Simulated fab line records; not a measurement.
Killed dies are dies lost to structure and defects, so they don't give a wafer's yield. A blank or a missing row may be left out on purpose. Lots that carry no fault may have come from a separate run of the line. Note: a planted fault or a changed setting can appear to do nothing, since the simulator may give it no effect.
fab line records ; flow nand_harc
record: lots: 13; wafers: 39; last_day: 32
route steps=1302 shown A_CONTACT@1086 A_BLC@1112
lots that met no fault: taken from a fault-free run of the same line
start_h: hours from the record's first day to the start of the lot's first wafer shown ; wait_h: time in hours since the lot's previous step ; " unchanged from the row above ; L1.1+2: one row covering several wafers at once ; - value missing, or start not given ; * or withheld: withheld ; < > ~ a bound
route shown NAME@n: names a module that has steps shown in the file, with the first one's number in the route ; usual: mean/standard deviation taken from wafers without a fault ; same: alike in all rows ; chamber/n: place in a boat ; sites: the reading at each site ; _std_site: how widely they spread, as a standard deviation ; _edge_site: inner sites' mean taken away from outer sites' mean ; radius_mm: for every site, how far away it sits from the centre of the wafer ; mask NAME#n: copy n ; behind: the most recent tool/chamber to have shaped the wafer ; hold: what put the lot on hold/how long, in hours/how the hold closed ; device: transistor that didn't switch, given as n, p or np ; end of line: the same wafers' tests at the end of the route ; where a step has no rows: the recipe by itself ; killed: the dies lost at the first sort to structure and to defects; this is not the yield of the wafer ; map: per-die view of a wafer (x killed, . not killed, _ where there is no die)
set.NAME: setting as actually run; set.NAME@STEP: the setting as run at that earlier step ; model.NAME: the simulator's own value behind a step, which no gauge read
steps of the route over a sample of lots; a table a step, a row a wafer
services: a tool's chamber out of use, with start hour (start_h, from the record's first day; less than 0 if before it), hours out, and reason
== steps ==
step: NHARC_A_CONTACT_ETCH_134
recipe: source_w: withheld; pressure_mtorr: 20; bias_v: withheld; time_s: 140; target_depth_a: 7000; ar_flow_sccm: withheld; c4f8_flow_sccm: withheld; o2_flow_sccm: withheld; chemistry: C4F8/O2/Ar
same: time_s: 140
lot.wafer;tool;chamber;start_h;wait_h;rf_hours_counter_h
L867.2;har_cap_etch-03;0;515.30;-;43
L867.1;har_cap_etch-03;1;515.30;-;43
L867.6;har_cap_etch-03;0;515.30;-;-
L869.1;har_cap_etch-02;0;530.84;-;93
L869.4;har_cap_etch-02;0;530.84;-;-
L869.5;har_cap_etch-02;0;530.84;-;-
L870.2;har_cap_etch-03;0;536.89;-;48
L870.4;har_cap_etch-03;1;536.89;-;-
L870.5;har_cap_etch-03;1;536.89;-;-
L871.1;har_cap_etch-02;0;538.25;-;94
L871.2;har_cap_etch-02;1;538.25;-;94
L871.6;har_cap_etch-02;0;538.25;-;-
L872.2;har_cap_etch-03;1;566.68;-;51
L872.4;har_cap_etch-03;1;566.68;-;-
L872.5;har_cap_etch-03;0;566.68;-;-
L875.4;har_cap_etch-03;0;590.93;-;-
L875.3;har_cap_etch-03;1;590.93;-;-
L875.5;har_cap_etch-03;0;590.93;-;-
L876.3;har_cap_etch-03;1;601.28;-;-
L876.4;har_cap_etch-03;0;601.28;-;-
L876.6;har_cap_etch-03;0;601.28;-;-
L877.1;har_cap_etch-01;0;617.89;-;20
L877.4;har_cap_etch-01;1;617.89;-;-
L877.5;har_cap_etch-01;1;617.89;-;-
L878.2;har_cap_etch-01;1;636.99;-;24
L878.3;har_cap_etch-01;1;636.99;-;-
L878.6;har_cap_etch-01;0;636.99;-;-
L883.2;har_cap_etch-03;0;666.12;-;69
L883.4;har_cap_etch-03;1;666.12;-;-
L883.5;har_cap_etch-03;0;666.12;-;-
L884.2;har_cap_etch-01;1;667.75;-;31
L884.3;har_cap_etch-01;0;667.75;-;-
L884.4;har_cap_etch-01;1;667.75;-;-
L890.1;har_cap_etch-02;0;717.33;-;127
L890.3;har_cap_etch-02;0;717.33;-;-
L890.5;har_cap_etch-02;0;717.33;-;-
L889.1;har_cap_etch-01;1;723.51;-;43
L889.4;har_cap_etch-01;0;723.51;-;-
L889.6;har_cap_etch-01;1;723.51;-;-
step: NHARC_A_CONTACT_ETCH_98
recipe: target_depth_a: 200; over_etch_frac: 0.5; time_s: 10; ion_energy_ev: 250; c4f6_flow_sccm: 25; o2_flow_sccm: 20; ar_flow_sccm: 500; rf_w: 600; bias_w: 500; chemistry: C4F6/O2
usual: drypump_motor_current_A: 5.6/0.47; o2_flow_sccm: 19.99/0.068; oes_product_au: 0.957/0.022; rf_vpp_V: 548/3.5; showerhead_plenum_p_Torr: 3.98/0.17; throttle_valve_pct: 26.904/0.0095
same: time_s: 10
lot.wafer;tool;chamber;start_h;wait_h;drypump_motor_current_A;o2_flow_sccm;oes_product_au;rf_hours_counter_h;rf_vpp_V;showerhead_plenum_p_Torr;throttle_valve_pct
L867.1;rie_diel-08;1;-;-;5.5;19.96;0.952;50;546;3.93;26.921
L867.2;rie_diel-08;2;-;-;6.3;20.03;0.951;52;546;3.91;26.885
L867.6;rie_diel-08;3;-;-;5.1;19.95;0.935;-;548;3.99;26.902
L869.1;rie_diel-08;3;532.85;0.1;5.1;19.98;0.961;59;549;3.98;26.909
L869.5;rie_diel-08;3;532.85;0.1;5.1;20.03;0.959;-;550;3.98;26.888
L869.4;rie_diel-08;1;532.85;0.1;5.5;20.03;0.970;-;547;3.93;26.904
L870.4;rie_diel-10;1;-;-;5.5;20.02;1.006;20;551;4.14;26.887
L870.2;rie_diel-10;3;-;-;5.7;20.00;0.997;28;547;3.94;26.903
L870.5;rie_diel-10;1;-;-;5.5;20.05;0.984;-;551;4.14;26.888
L871.1;rie_diel-10;2;-;-;5.1;20.02;0.930;27;553;4.18;26.908
L871.2;rie_diel-10;3;-;-;5.8;19.94;0.947;29;548;3.94;26.903
L871.6;rie_diel-10;2;-;-;5.1;19.98;0.940;-;551;4.18;26.907
L872.4;rie_diel-04;0;-;-;6.1;19.97;0.958;3;550;4.09;26.914
L872.2;rie_diel-04;1;-;-;5.5;20.06;0.933;3;547;3.95;26.917
L872.5;rie_diel-04;3;-;-;5.0;20.03;0.951;-;540;3.68;26.911
L875.3;rie_diel-10;1;-;-;5.5;19.99;0.954;41;551;4.13;26.902
L875.4;rie_diel-10;2;-;-;5.1;20.04;0.957;48;552;4.17;26.920
L875.5;rie_diel-10;1;-;-;5.6;19.98;0.948;-;550;4.13;26.898
L876.3;rie_diel-04;2;-;-;6.4;19.99;0.937;10;543;3.78;26.916
L876.4;rie_diel-04;3;-;-;5.0;19.99;0.923;10;542;3.68;26.893
L876.6;rie_diel-04;0;-;-;6.0;19.92;0.941;-;550;4.09;26.909
L877.4;rie_diel-08;2;-;-;6.3;20.02;0.938;27;545;3.90;26.906
L877.1;rie_diel-08;1;-;-;5.5;20.03;0.939;18;547;3.91;26.903
L877.5;rie_diel-08;2;-;-;6.3;20.00;0.934;-;547;3.90;26.905
L878.3;rie_diel-04;3;-;-;5.0;19.99;0.950;16;541;3.67;26.899
L878.2;rie_diel-04;1;-;-;5.5;19.98;0.955;15;549;3.94;26.908
L878.6;rie_diel-04;0;-;-;6.0;19.84;0.967;-;552;4.09;26.901
L883.4;rie_diel-08;3;-;-;5.1;19.99;0.957;41;547;3.96;26.898
L883.2;rie_diel-08;0;-;-;6.1;19.91;0.965;37;550;4.17;26.907
L883.5;rie_diel-08;0;-;-;6.1;19.90;0.966;-;550;4.17;26.896
L884.4;rie_diel-10;0;-;-;5.0;20.05;0.993;19;553;4.15;26.903
L884.2;rie_diel-10;2;-;-;5.1;20.06;1.000;17;552;4.15;26.913
L884.3;rie_diel-10;3;-;-;5.8;19.99;0.971;18;546;3.92;26.917
L890.3;rie_diel-04;0;-;-;6.0;20.03;1.001;0;549;4.08;26.911
L890.1;rie_diel-04;2;-;-;6.4;19.98;1.012;0;545;3.77;26.916
L890.5;rie_diel-04;3;-;-;5.0;20.02;0.969;-;543;3.67;26.915
L889.4;rie_diel-04;2;-;-;6.4;19.90;0.984;1;543;3.77;26.901
L889.1;rie_diel-04;0;-;-;6.0;20.09;0.960;1;549;4.08;26.896
L889.6;rie_diel-04;1;-;-;5.5;20.10;0.955;-;549;3.93;26.914
step: NHARC_A_BLC_SOFTBAKE_05
recipe: temp_c: 105; time_s: 55
usual: heater_power_total_W: 188.44/0.13
lot.wafer;tool;chamber;start_h;wait_h;heater_power_total_W
L867.1;litho_track-04;0;520;-;188.29
L867.2;litho_track-04;0;520;-;188.45
L867.6;litho_track-04;0;520;-;188.54
L869.1;litho_track-01;0;535;-;188.41
L869.4;litho_track-01;0;535;-;188.28
L869.5;litho_track-01;0;535;-;188.28
L870.2;litho_track-04;0;541;-;188.75
L870.4;litho_track-04;0;541;-;188.48
L870.5;litho_track-04;0;541;-;188.29
L871.1;litho_track-04;0;543;-;188.70
L871.2;litho_track-04;0;543;-;188.26
L871.6;litho_track-04;0;543;-;188.65
L872.2;litho_track-06;0;571;-;188.28
L872.4;litho_track-06;0;571;-;188.38
L872.5;litho_track-06;0;571;-;188.44
L875.3;litho_track-01;0;595;-;188.42
L875.4;litho_track-01;0;595;-;188.37
L875.5;litho_track-01;0;595;-;188.45
L876.3;litho_track-04;0;605;-;188.36
L876.4;litho_track-04;0;605;-;188.28
L876.6;litho_track-04;0;605;-;188.33
L877.1;litho_track-04;0;622;-;188.35
L877.4;litho_track-04;0;622;-;188.33
L877.5;litho_track-04;0;622;-;188.49
L878.2;litho_track-04;0;642;-;188.47
L878.3;litho_track-04;0;642;-;188.50
L878.6;litho_track-04;0;642;-;188.32
L883.2;litho_track-04;0;671;-;188.45
L883.4;litho_track-04;0;671;-;222.52
L883.5;litho_track-04;0;671;-;188.43
L884.2;litho_track-04;0;672;-;188.29
L884.3;litho_track-04;0;672;-;188.26
L884.4;litho_track-04;0;672;-;222.62
L890.1;litho_track-01;0;721;-;188.31
L890.3;litho_track-01;0;721;-;188.31
L890.5;litho_track-01;0;721;-;188.35
L889.1;litho_track-06;0;728;-;188.25
L889.4;litho_track-06;0;728;-;188.31
L889.6;litho_track-06;0;728;-;188.47
step: NHARC_A_BLC_INSPECT_12
usual: raw_defect_count: 87/36
lot.wafer;tool;chamber;start_h;wait_h;raw_defect_count
L867.1;defect_inspect-01;-;520.68;0.0;86
L867.2;defect_inspect-01;-;520.68;0.0;68
L867.6;defect_inspect-01;-;520.68;0.0;69
L869.1;defect_inspect-02;-;536.20;0.0;159
L869.4;defect_inspect-02;-;536.20;0.0;158
L869.5;defect_inspect-02;-;536.20;0.0;166
L870.2;defect_inspect-01;-;542.01;0.0;108
L870.4;defect_inspect-01;-;542.01;0.0;118
L870.5;defect_inspect-01;-;542.01;0.0;111
L871.1;defect_inspect-01;-;544.14;0.0;75
L871.2;defect_inspect-01;-;544.14;0.0;63
L871.6;defect_inspect-01;-;544.14;0.0;67
L872.2;defect_inspect-01;-;571.79;0.0;93
L872.4;defect_inspect-01;-;571.79;0.0;82
L872.5;defect_inspect-01;-;571.79;0.0;80
L875.3;defect_inspect-01;-;595.92;0.0;28
L875.4;defect_inspect-01;-;595.92;0.0;36
L875.5;defect_inspect-01;-;595.92;0.0;35
L876.3;defect_inspect-02;-;606.35;0.0;35
L876.4;defect_inspect-02;-;606.35;0.0;32
L876.6;defect_inspect-02;-;606.35;0.0;41
L877.1;defect_inspect-02;-;623.10;0.0;144
L877.4;defect_inspect-02;-;623.10;0.0;149
L877.5;defect_inspect-02;-;623.10;0.0;140
L878.2;defect_inspect-01;-;643.46;0.0;62
L878.3;defect_inspect-01;-;643.46;0.0;55
L878.6;defect_inspect-01;-;643.46;0.0;55
L883.2;defect_inspect-01;-;671.79;0.0;140
L883.4;defect_inspect-01;-;671.79;0.0;169
L883.5;defect_inspect-01;-;671.79;0.0;140
L884.2;defect_inspect-01;-;672.98;0.0;35
L884.3;defect_inspect-01;-;672.98;0.0;29
L884.4;defect_inspect-01;-;672.98;0.0;19
L890.1;defect_inspect-02;-;722.42;0.1;118
L890.3;defect_inspect-02;-;722.42;0.1;112
L890.5;defect_inspect-02;-;722.42;0.1;119
L889.1;defect_inspect-02;-;728.54;0.0;75
L889.4;defect_inspect-02;-;728.54;0.0;66
L889.6;defect_inspect-02;-;728.54;0.0;73
== services ==
tool;chamber;start_h;hours;kind
rie_diel-10;-;491.56;33.9;repair
har_cap_etch-01;-;497.00;17.0;pm
litho_track-01;-;505.00;7.0;pm
rie_diel-04;0;511.27;-;clean
rie_diel-04;1;511.27;-;clean
rie_diel-04;2;511.27;-;clean
rie_diel-04;3;511.27;-;clean
rie_diel-04;3;515.41;4.2;repair
litho_track-06;-;529.00;7.0;pm
rie_diel-04;-;531.90;9.0;pm
rie_diel-04;0;531.90;9.0;vent_cycle
rie_diel-04;1;531.90;9.0;vent_cycle
rie_diel-08;-;541.65;3.1;repair
rie_diel-08;-;544.84;9.0;pm
litho_track-04;-;553.00;7.0;pm
rie_diel-10;-;597.01;9.0;pm
rie_diel-08;1;607.41;5.6;repair
rie_diel-04;2;651.55;7.8;repair
rie_diel-10;3;676.89;4.7;repair
litho_track-01;-;680.00;7.0;pm
litho_track-06;-;704.00;7.0;pm
rie_diel-04;-;708.90;9.0;pm
rie_diel-08;-;721.84;9.0;pm
litho_track-04;-;728.00;7.0;pm
== key ==
first_sign: step: NHARC_A_BLC_SOFTBAKE_05; reading: heater_power_total_W; direction: up; sigmas: 99+; usual: *; struck: *
effect none on later readings
met_at NHARC_A_BLC_SOFTBAKE_05
struck_lots L883,L884
struck_wafers L883.4,L884.4
tester_left_out L883,L884
not_acting_at NHARC_A_CONTACT_ETCH_134,NHARC_A_CONTACT_ETCH_98,NHARC_A_BLC_INSPECT_12
onset_between 642 671
fault: kind: process_parameter_drift; tool: litho_track-04; chamber: -; onset_h: 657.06; steps: NHARC_A_BLC_SOFTBAKE_05; channel: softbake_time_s; offset: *; shape: step; end_h: 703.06; scope: struck_wafers_only; acts_in: *; stated: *
tester_left_out: of these lots the tester's yield and bins aren't shown, on N5 and GAA mostly nor the transistor test; their killed dies are dies lost to structure and defects alone, not to doping, threshold or leakage, so they don't give the yield
